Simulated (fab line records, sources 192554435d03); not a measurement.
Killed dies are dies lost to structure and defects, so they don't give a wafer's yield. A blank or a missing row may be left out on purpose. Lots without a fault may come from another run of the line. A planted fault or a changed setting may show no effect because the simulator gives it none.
fab line records | flow n5_finfet
record lots=7 wafers=21 last_day=20
route steps=1938 shown DUMMY_GATE@237 SPACER0@258 BEOL_M4@1111 PASSIVATION@1936
lots that met no fault: from a run of the same line without faults
start_h: hours from the record's first day to the start of the lot's first wafer shown | wait_h: hours since the lot's step before | " the same as in the row above | L1.1+2: a row that stands for several wafers | - no value, or no start given | * or withheld: withheld | < > ~ a bound
route shown NAME@n: a module of which the file shows steps, and the number in the route of the first | usual: mean/standard deviation of fault-free wafers | same: alike in all rows | chamber/n: place in a boat | sites: the reading at each site | _std_site: their standard deviation | _edge_site: outer sites' mean less inner sites' | radius_mm: how far each site lies from the wafer's centre | mask NAME#n: copy n | behind: the tool/chamber that last shaped the wafer | hold: why the lot was held/for how many hours/how that ended | device: the transistor (n, p or np) that didn't switch | end of line: the same wafers' tests at the end of the route | a step without rows: its recipe alone | killed: dies lost to structure and defects at the first sort, not the wafer's yield | map: a wafer's dies, x killed, . not, _ none there
set.NAME: the setting as run; set.NAME@STEP: as run at that earlier step | model.NAME: the simulator's own value behind a step, which no gauge read
steps of the route over a sample of lots; a table a step, a row a wafer
services: from which hour (start_h, from the record's first day; less than 0 if before it) a tool's chamber was out of use, for how many hours, and why
## steps
# step N5_DUMMY_GATE_ETCH_37
# recipe chemistry=N2/H2 target=SOC target_depth_a=600 overetch_a=300 temp_c=40 ion_energy_ev=200 pressure_mtorr=30 source_w=840 bias_w=150 n2_flow_sccm=200 h2_flow_sccm=200
# usual chamber_pressure_mTorr=30.000/0.028 drypump_motor_current_A=5.8/0.42 oes_product_au=0.61/0.058 rf_vpp_V=524/3.2 showerhead_plenum_p_Torr=2.54/0.11 throttle_valve_pct=17.85/0.21
# columns lot.wafer tool chamber start_h wait_h chamber_pressure_mTorr drypump_motor_current_A oes_product_au rf_hours_counter_h rf_vpp_V showerhead_plenum_p_Torr throttle_valve_pct
L344.1 rie_diel-01 1 54.05 0.0 30.002 5.8 0.54 234 519 2.40 18.27
L344.5 " 3 " " 30.021 5.4 0.61 - 527 2.66 18.09
L344.6 " 0 " " 29.948 6.1 0.61 - 525 2.66 17.85
L345.2 rie_diel-01 2 59.07 0.0 30.020 6.0 0.56 217 520 2.41 17.73
L345.3 " 1 " " 29.987 5.8 0.54 236 521 2.40 18.25
L345.5 " 1 " " 30.016 5.8 0.54 - 519 2.40 18.28
L349.1 rie_diel-02 2 85.46 0.0 29.968 5.4 0.54 235 527 2.62 17.99
L349.5 " 2 " " 29.980 5.4 0.54 - 526 2.62 17.99
L349.6 " 3 " " 29.996 6.2 0.70 - 526 2.58 17.30
L352.4 rie_diel-02 2 100.71 0.0 29.993 5.4 0.53 - 525 2.62 17.99
L352.5 " 3 " " 29.996 6.2 0.68 - 525 2.58 17.33
L352.6 " 0 " " 29.938 5.6 0.55 - 528 2.61 18.24
L355.2 rie_diel-01 2 120.45 0.0 30.080 6.1 0.55 236 521 2.41 17.77
L355.4 " 2 " " 29.961 6.0 0.55 - 519 2.41 17.76
L355.6 " 0 " " 29.965 6.1 0.60 - 527 2.65 17.87
L359.2 rie_diel-01 2 142.25 0.0 30.054 6.0 0.50 242 519 2.40 17.78
L359.4 " 1 " " 30.023 5.8 0.78 2 531 2.71 17.85
L359.6 " 0 " " 29.991 6.1 0.61 - 526 2.64 17.90
L366.1 rie_diel-04 3 185.60 0.0 29.971 6.5 0.62 121 519 2.35 17.60
L366.2 " 0 " " 29.971 5.1 0.66 60 522 2.48 17.91
L366.6 " 0 " " 30.010 5.1 0.66 - 522 2.48 17.92
# step N5_DUMMY_GATE_CD_MEAS_50
# recipe target_cd_nm=14
# usual cd_nm=14.06/0.27
# columns lot.wafer tool chamber start_h wait_h cd_nm
L344.1 cd_sem-02 - 54.28 0.0 13.90
L344.5 " - " " 14.14
L344.6 " - " " 14.11
L345.2 cd_sem-01 - 59.30 0.0 14.18
L345.3 " - " " 13.88
L345.5 " - " " 14.23
L349.1 cd_sem-02 - 85.72 0.0 14.21
L349.5 " - " " 13.97
L349.6 " - " " 13.90
L352.4 cd_sem-03 - 101.01 0.0 13.78
L352.5 " - " " 14.07
L352.6 " - " " 13.66
L355.2 cd_sem-03 - 120.68 0.0 13.95
L355.4 " - " " 14.48
L355.6 " - " " 13.87
L359.2 cd_sem-03 - 142.70 0.0 15.28
L359.4 " - " " 14.02
L359.6 " - " " 13.64
L366.1 cd_sem-02 - 186.10 0.0 13.90
L366.2 " - " " 13.84
L366.6 " - " " 14.58
# step N5_DUMMY_GATE_ETCH_31
# recipe chemistry=C4F6/O2 target=SiO2 mask_material=SOC target_depth_a=825 time_s=27.5 ion_energy_ev=250 pressure_mtorr=30 source_w=345 bias_w=185 Ar_flow_sccm=300 C4F6_flow_sccm=10 O2_flow_sccm=10
# usual chamber_pressure_mTorr=29.996/0.025 drypump_motor_current_A=5.7/0.42 oes_ar_750_au=0.78/0.084 oes_product_au=0.78/0.088 rf_vpp_V=666/6.4 showerhead_plenum_p_Torr=2.85/0.12 throttle_valve_pct=21.15/0.2
# columns lot.wafer tool chamber start_h wait_h chamber_pressure_mTorr drypump_motor_current_A oes_ar_750_au oes_product_au rf_hours_counter_h rf_vpp_V showerhead_plenum_p_Torr throttle_valve_pct
L344.1 rie_diel-01 3 54.33 0.0 29.995 5.4 0.75 0.77 147 674 2.95 21.29
L344.5 " 2 " " 30.037 6.0 0.70 0.69 - 658 2.69 20.95
L344.6 " 1 " " 30.016 5.8 0.69 0.68 - 654 2.70 21.59
L345.2 rie_diel-02 1 59.44 0.1 30.024 4.9 0.68 0.69 243 669 2.81 21.31
L345.3 " 3 " " 30.004 6.1 0.90 0.91 39 670 2.89 20.71
L345.5 " 3 " " 29.977 6.2 0.89 0.91 - 671 2.89 20.71
L349.1 rie_diel-01 2 85.77 0.0 29.958 6.0 0.69 0.69 224 658 2.69 20.97
L349.5 " 0 " " 29.958 6.1 0.77 0.77 - 666 2.97 21.23
L349.6 " 3 " " 29.987 5.4 0.76 0.75 - 674 2.95 21.30
L352.4 rie_diel-04 2 101.05 0.0 30.044 5.9 0.70 0.71 197 675 2.94 21.04
L352.5 " 1 " " 29.960 5.5 0.79 0.78 - 667 2.87 21.10
L352.6 " 0 " " 29.992 5.1 0.88 0.88 - 661 2.78 21.21
L355.2 rie_diel-01 2 120.73 0.0 30.037 6.0 0.69 0.68 236 657 2.69 20.97
L355.4 " 2 " " 29.998 6.1 0.69 0.68 - 659 2.69 20.99
L355.6 " 3 " " 29.961 5.5 0.74 0.74 - 674 2.94 21.33
L359.2 rie_diel-02 3 142.75 0.0 30.010 6.2 0.85 0.44 68 670 2.88 20.41
L359.4 " 2 " " 29.966 5.4 0.67 0.66 - 657 2.91 21.30
L359.6 " 0 " " 30.003 5.6 0.96 0.97 - 673 2.92 21.31
L366.1 rie_diel-02 1 186.16 0.1 30.017 4.9 0.91 0.92 15 668 2.80 20.93
L366.2 " 2 " " 29.942 5.4 0.98 0.98 5 658 2.91 20.93
L366.6 " 0 " " 30.019 5.6 0.91 0.93 - 672 2.92 21.31
# step N5_DUMMY_GATE_ETCH_23
# recipe chemistry=HBr/Cl2/O2 HBr_flow_sccm=150 Cl2_flow_sccm=80 O2_flow_sccm=12 bias_w=102 target_depth_a=410 time_s=22.3 target=poly-Si mask_material=SiO2 pressure_mtorr=10 icp_w=800
# usual chamber_pressure_mTorr=10.000/0.0093 drypump_motor_current_A=5.9/0.35 he_backside_leak_sccm=2.7/0.33 oes_product_au=0.998/0.019 throttle_valve_pct=37.2/0.36
# columns lot.wafer tool chamber start_h wait_h chamber_pressure_mTorr drypump_motor_current_A he_backside_leak_sccm oes_product_au rf_hours_counter_h throttle_valve_pct
L344.1 rie_si-04 2 54.61 0.0 10.008 6.3 2.7 1.012 110 36.9
L344.5 " 2 " " 10.000 6.3 2.7 1.003 - 36.9
L344.6 " 1 " " 10.019 5.9 3.0 1.015 - 37.8
L345.2 rie_si-02 1 59.72 0.0 9.993 6.6 2.4 1.013 26 36.9
L345.3 " 2 " " 9.995 6.5 3.0 1.003 184 37.1
L345.5 " 0 " " 10.010 5.8 2.9 1.030 - 36.7
L349.1 rie_si-04 0 86.05 0.0 10.000 6.0 2.8 0.990 74 37.3
L349.5 " 3 " " 9.995 5.8 2.7 0.959 - 37.4
L349.6 " 2 " " 10.010 6.3 2.8 0.993 - 36.9
L352.4 rie_si-03 0 101.33 0.0 9.983 5.8 2.6 0.984 189 37.9
L352.5 " 3 " " 10.010 5.2 2.4 0.970 - 37.1
L352.6 " 0 " " 10.008 5.8 2.8 0.985 - 37.9
L355.2 rie_si-03 0 121.01 0.0 10.009 5.8 2.7 0.993 190 37.9
L355.4 " 0 " " 9.997 5.8 2.7 0.987 - 37.9
L355.6 " 3 " " 9.995 5.2 2.6 0.974 - 37.1
L359.2 rie_si-03 3 143.03 0.0 9.988 5.2 2.5 0.983 37 37.1
L359.4 " 2 " " 10.000 5.9 2.4 1.016 92 37.2
L359.6 " 0 " " 10.015 5.8 2.7 0.995 - 37.9
L366.1 rie_si-02 2 186.44 0.0 10.004 6.4 3.2 0.998 186 37.1
L366.2 " 3 " " 10.002 5.9 3.0 0.977 50 36.9
L366.6 " 1 " " 10.010 6.5 2.4 1.002 - 36.9
# step N5_DUMMY_GATE_CD_MEAS_24
# recipe target_cd_nm=15
# usual cd_nm=15.1/0.31
# columns lot.wafer tool chamber start_h wait_h cd_nm
L344.1 cd_sem-03 - 54.77 0.1 14.6
L344.5 " - " " 14.9
L344.6 " - " " 14.7
L345.2 cd_sem-02 - 59.89 0.1 14.8
L345.3 " - " " 15.1
L345.5 " - " " 15.4
L349.1 cd_sem-03 - 86.22 0.1 15.6
L349.5 " - " " 15.3
L349.6 " - " " 15.4
L352.4 cd_sem-02 - 101.51 0.1 15.2
L352.5 " - " " 14.7
L352.6 " - " " 15.3
L355.2 cd_sem-02 - 121.18 0.1 15.6
L355.4 " - " " 15.8
L355.6 " - " " 15.3
L359.2 cd_sem-02 - 143.20 0.1 -
L359.4 " - " " 14.9
L359.6 " - " " 14.6
L366.1 cd_sem-02 - 186.60 0.1 14.8
L366.2 " - " " 15.1
L366.6 " - " " 14.9
# step N5_DUMMY_GATE_ETCH_42
# recipe chemistry=CHF3/O2 target=SiO2 target_depth_a=35 time_s=31 ion_energy_ev=30 bias_w=12 pressure_mtorr=30 source_w=600 Ar_flow_sccm=200 CHF3_flow_sccm=50 O2_flow_sccm=5
# usual chamber_pressure_mTorr=30.001/0.027 drypump_motor_current_A=5.7/0.42 oes_ar_750_au=0.76/0.078 oes_product_au=0.76/0.081 rf_vpp_V=42.4/0.91 showerhead_plenum_p_Torr=2.42/0.092 throttle_valve_pct=18.81/0.23
# columns lot.wafer tool chamber start_h wait_h chamber_pressure_mTorr drypump_motor_current_A oes_ar_750_au oes_product_au rf_hours_counter_h rf_vpp_V showerhead_plenum_p_Torr throttle_valve_pct
L344.1 rie_diel-01 0 54.82 0.0 30.013 6.1 0.78 0.77 133 42.2 2.52 18.81
L344.5 " 2 " " 30.012 6.1 0.70 0.70 - 41.9 2.28 18.66
L344.6 " 3 " " 29.980 5.4 0.76 0.75 - 43.1 2.50 18.94
L345.2 rie_diel-01 3 60.15 0.3 30.023 5.4 0.76 0.75 149 43.7 2.50 18.93
L345.3 " 2 " " 30.007 6.0 0.70 0.69 217 41.3 2.28 18.65
L345.5 " 2 " " 29.989 6.1 0.70 0.70 - 42.1 2.28 18.65
L349.1 rie_diel-02 0 86.32 0.1 30.004 5.6 0.70 0.69 239 43.7 2.48 19.29
L349.5 " 3 " " 29.967 6.2 0.88 0.89 - 42.5 2.45 18.31
L349.6 " 0 " " 29.971 5.6 0.70 0.69 - 41.7 2.48 19.28
L352.4 rie_diel-04 2 101.54 0.0 29.932 5.9 0.69 0.70 197 41.8 2.49 18.69
L352.5 " 1 " " 29.981 5.5 0.78 0.79 - 42.6 2.43 18.68
L352.6 " 2 " " 30.067 6.0 0.70 0.70 - 44.5 2.49 18.69
L355.2 rie_diel-02 2 121.22 0.0 29.965 5.4 0.68 0.67 247 42.4 2.47 18.92
L355.4 " 3 " " 29.956 6.1 0.86 0.87 - 42.8 2.44 18.36
L355.6 " 1 " " 30.026 4.9 0.98 0.98 - 41.5 2.38 18.55
L359.2 rie_diel-02 3 143.26 0.1 30.001 6.2 0.86 0.86 68 43.1 2.44 18.36
L359.4 " 2 " " 29.992 5.4 0.67 0.67 - 43.7 2.46 18.96
L359.6 " 3 " " 30.000 6.1 0.85 0.87 - 42.1 2.44 18.37
L366.1 rie_diel-04 0 186.65 0.0 30.008 5.1 0.83 0.84 60 43.6 2.35 18.85
L366.2 " 2 " " 29.988 6.0 0.69 0.68 224 44.3 2.48 18.75
L366.6 " 1 " " 30.017 5.4 0.76 0.76 - 42.6 2.42 18.74
# step N5_SPACER0_ALD_07
# recipe material=SiNx target_thk_a=20 temp_c=400 ald_precursor_family=SiH2I2 ald_co_reactant=N2/H2-plasma pressure_torr=2
# usual heater_power_w=864/72
# columns lot.wafer tool chamber start_h wait_h heater_power_w since_wet_clean_h
L344.1 ald_sin-01 3 55.09 0.0 744 47
L344.5 " 1 " " 823 -
L344.6 " 2 " " 900 -
L345.2 ald_sin-03 0 60.42 0.0 849 341
L345.3 " 2 " " 867 341
L345.5 " 1 " " 835 -
L349.1 ald_sin-01 3 87.83 1.3 741 80
L349.5 " 0 " " 993 -
L349.6 " 1 " " 835 -
L352.4 ald_sin-03 0 101.82 0.0 861 3
L352.5 " 2 " " 878 -
L352.6 " 1 " " 808 -
L355.2 ald_sin-03 2 121.50 0.0 859 22
L355.4 " 0 " " 859 22
L355.6 " 1 " " 805 -
L359.4 ald_sin-03 1 143.85 0.4 820 45
L359.6 " 3 " " 904 -
L366.1 ald_sin-03 0 188.80 1.8 840 90
L366.2 " 3 " " 887 90
L366.6 " 0 " " 839 -
# step N5_BEOL_M4_RC_MEAS_101
# usual DIBL_N=35.9/1.2 DIBL_P=35.9/1.4 IOFF_N=0.149/0.02 IOFF_P=0.205/0.022 ION_N=671/8.8 ION_P=461/5.9 SS_N=71.4/0.51 SS_P=73.2/0.56 VT_N=250.6/2.5 VT_P=-250.1/2.3
# columns lot.wafer tool chamber start_h wait_h DIBL_N[mV/V] DIBL_P[mV/V] IOFF_N[nA/um] IOFF_P[nA/um] ION_N[uA/um] ION_P[uA/um] SS_N[mV/dec] SS_P[mV/dec] VT_N[mV] VT_P[mV]
L344.1 prober-02 0 208.48 0.0 36.4 35.8 0.157 0.223 676 466 71.5 73.6 249.7 -246.2
L344.5 " 0 " " 36.8 35.7 0.157 0.233 671 466 72.5 73.6 250.3 -248.6
L344.6 " 0 " " 36.7 36.5 0.165 0.243 671 465 71.3 72.3 249.1 -247.0
L345.2 prober-01 0 214.70 0.2 35.4 34.4 0.140 0.211 667 460 71.2 73.0 250.7 -247.5
L345.3 " 0 " " 33.3 32.3 0.110 0.177 657 453 70.9 72.9 254.6 -249.7
L345.5 " 0 " " 34.8 34.4 0.138 0.211 667 460 70.9 72.8 249.5 -247.5
L349.1 prober-01 0 246.53 0.0 35.2 35.3 0.126 0.174 666 451 71.1 72.8 252.4 -251.1
L349.5 " 0 " " 36.3 36.9 0.146 0.195 674 460 72.0 73.3 251.7 -251.5
L349.6 " 0 " " 35.7 36.8 0.137 0.201 667 464 71.2 73.7 254.8 -249.2
L352.4 prober-01 0 261.62 0.5 35.7 36.0 0.151 0.183 675 460 71.8 74.0 249.8 -251.0
L352.5 " 0 " " 36.9 36.2 0.166 0.192 676 461 71.2 72.9 249.4 -253.4
L352.6 " 0 " " 35.2 35.9 0.150 0.193 674 462 71.6 73.8 251.1 -250.8
L355.2 prober-02 0 269.31 0.2 35.5 33.2 0.119 0.190 652 458 70.8 71.9 253.3 -250.8
L355.4 " 0 " " 34.5 31.5 0.107 0.169 653 462 70.2 71.6 254.1 -251.5
L355.6 " 0 " " 36.6 34.0 0.129 0.198 656 460 70.9 71.9 253.5 -250.2
L359.4 prober-02 0 333.10 0.5 34.3 33.9 0.130 0.185 673 470 70.8 72.9 253.4 -250.6
L359.6 " 0 " " 36.0 35.9 0.161 0.214 684 473 71.6 74.0 248.7 -246.9
L366.1 prober-02 0 360.66 0.0 37.5 35.7 0.171 0.244 680 473 71.2 74.4 247.1 -247.2
L366.2 " 0 " " 36.5 34.1 0.145 0.216 664 461 71.5 74.0 249.7 -248.4
L366.6 " 0 " " 36.1 34.7 0.144 0.222 673 470 71.0 73.2 249.8 -246.4
# step N5_PASSIVATION_PROBE_49
# usual defect_limited_yield=91.1/1.4 killed_at_M0_to_M3=34/10 killed_at_M4_up=14/5.5 killed_at_contacts=12/5.1 killed_at_front_end=41/12 killed_at_other=4/3.1 killed_dies=105/17 killed_on_rim=13/3.7 killed_open=70/13 killed_short=33/7.6 sort_bin_5_function=5.3/0.98 sort_bin_6_memory=3.3/0.67 sort_bin_8_speed=0.00/0.007 sort_n_pass=1075/17 sort_yield_pct=91.1/1.4
# same gross_dies=1180 killed_at_back_side=0 sort_bin_4_leakage[%]=0
# columns lot.wafer tool chamber start_h wait_h defect_limited_yield[%] killed_at_M0_to_M3 killed_at_M4_up killed_at_contacts killed_at_front_end killed_at_other killed_dies killed_on_rim killed_open killed_short sort_bin_5_function[%] sort_bin_6_memory[%] sort_bin_8_speed[%] sort_n_pass sort_yield_pct[%]
L352.4 prober-01 - 363.30 0.2 92.1 34 12 3 44 0 93 9 59 34 4.2 3.1 0 1087 92.1
L352.5 prober-01 - 363.35 0.2 91.8 33 5 14 43 2 97 13 67 30 4.8 2.9 0 1083 91.8
L352.6 prober-01 - 363.40 0.3 90.7 15 9 10 75 1 110 9 72 38 5.6 3.5 0 1070 90.7
L359.2 prober-02 - 452.18 0.1 0 26 9 27 1115 3 1180 152 71 25 96.9 2.8 0 0 0
L359.4 prober-02 - 452.28 0.2 92.3 31 11 9 25 15 91 13 59 31 4.1 3.4 0 1089 92.3
L359.6 prober-02 - 452.38 0.3 92.3 16 19 12 35 9 91 14 63 26 4.5 3.0 0 1089 92.3
# killed by level:class
L352.4 FIN_SAQP:geometric_particle:open=12 BEOL_M0_SAQP:geometric_particle:short=10 FIN_SAQP:geometric_particle:short=7 BEOL_M0_SAQP:geometric_particle:open=7 BEOL_M4:geometric_particle:open=5 STI_FIN_REVEAL:geometric_particle:open=4 BEOL_M1:geometric_particle:open=4 BEOL_M3:geometric_particle:open=4
L352.5 MOL_CONTACT_COAG:geometric_particle:open=12 BEOL_M1:geometric_particle:open=11 STI_FIN_REVEAL:geometric_particle:open=9 FIN_SAQP:geometric_particle:open=7 BEOL_M0_SAQP:geometric_particle:short=6 FIN_SAQP:geometric_particle:short=5 BEOL_M3:geometric_particle:open=5 ILD0:geometric_particle:open=4
L352.6 FIN_SAQP:geometric_particle:open=29 FIN_SAQP:geometric_particle:short=18 MOL_CONTACT_COAG:geometric_particle:open=7 ILD0:geometric_particle:short=5 DUMMY_GATE:geometric_particle:open=5 GATE_CUT:geometric_particle:short=4 BEOL_M5:geometric_particle:open=4 ILD0:geometric_particle:open=3
L359.2 DUMMY_GATE:area_etch=1083 MOL_CONTACT_COAG:geometric_particle:open=25 BEOL_M2:geometric_particle:open=10 FIN_SAQP:geometric_particle:open=7 BEOL_M3:geometric_particle:open=7 FIN_SAQP:geometric_particle:short=5 STARTING-WAFER:geometric_particle:open=5 GATE_CUT:geometric_particle:short=4
L359.4 BEOL_M2:geometric_particle:open=15 FIN_SAQP:geometric_particle:open=8 MOL_CONTACT_COAG:geometric_particle:open=8 BEOL_M4:geometric_particle:open=8 FIN_SAQP:geometric_particle:short=7 BEOL_M2:geometric_particle:short=6 BEOL_M0_SAQP:geometric_particle:short=4 BEOL_M3:geometric_particle:open=3
L359.6 MOL_CONTACT_COAG:geometric_particle:open=9 FIN_SAQP:geometric_particle:open=8 STI_FIN_REVEAL:geometric_particle:open=7 GATE_CUT:geometric_particle:short=5 BEOL_M0_SAQP:geometric_particle:open=5 BEOL_M3:geometric_particle:open=5 BEOL_M4:geometric_particle:open=4 FIN_SAQP:geometric_particle:short=3
## services
# columns tool chamber start_h hours kind
rie_diel-04 1 41.38 19.2 repair
ald_sin-03 0 47.26 11.7 repair
rie_si-04 2 62.42 6.7 repair
rie_si-04 0 62.45 3.8 repair
rie_diel-04 - 65.40 0.4 repair
rie_diel-04 - 67.56 0.6 repair
rie_diel-01 - 69.78 2.8 pm
ald_sin-01 2 77.32 17.9 repair
rie_diel-02 1 84.66 13.2 repair
ald_sin-03 - 85.25 14.0 pm
rie_diel-02 1 98.92 - clean
rie_diel-01 1 107.39 - clean
rie_diel-01 1 107.39 - consumable_replace:focus_ring
rie_diel-01 1 107.39 - consumable_replace:showerhead
rie_diel-01 1 107.39 22.1 scheduled_down
rie_diel-01 1 107.39 22.1 vent_cycle
rie_si-03 1 120.88 3.4 repair
rie_diel-02 - 153.92 15.6 pm
ald_sin-01 2 156.01 1.6 repair
rie_diel-01 2 178.02 2.6 repair
rie_si-04 - 178.23 15.6 pm
ald_sin-03 2 183.02 6.6 repair
ald_sin-01 - 185.91 6.0 pm
rie_diel-04 1 187.68 4.9 repair
## key
first_sign step=N5_DUMMY_GATE_CD_MEAS_50 reading=cd_nm direction=up sigmas=4.5 usual=14.06 struck=15.28
effect step=N5_DUMMY_GATE_ETCH_31 reading=oes_product_au direction=down sigmas=3.9 usual=0.78 struck=0.44
effect step=N5_DUMMY_GATE_CD_MEAS_24 reading=cd_nm direction=missing
effect step=N5_PASSIVATION_PROBE_49 reading=sort_bin_5_function direction=up sigmas=94 usual=5.3 struck=96.9
more_kills_born_at N5_DUMMY_GATE_ETCH_37@rie_diel-01=1083
met_at N5_DUMMY_GATE_ETCH_37
struck_lots L359
struck_wafers L359.2
later_rows_left_out L359.2
not_acting_at N5_DUMMY_GATE_ETCH_23,N5_DUMMY_GATE_ETCH_42,N5_SPACER0_ALD_07
onset_between 120.45 142.25
fault kind=process_parameter_drift tool=rie_diel-01 chamber=- onset_h=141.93 steps=N5_DUMMY_GATE_ETCH_37 channel=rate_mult offset=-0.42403 shape=step end_h=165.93 scope=struck_wafers_only
# later_rows_left_out: the simulator's readings of these wafers behind a module that went badly wrong aren't trusted and aren't shown, but for the sort
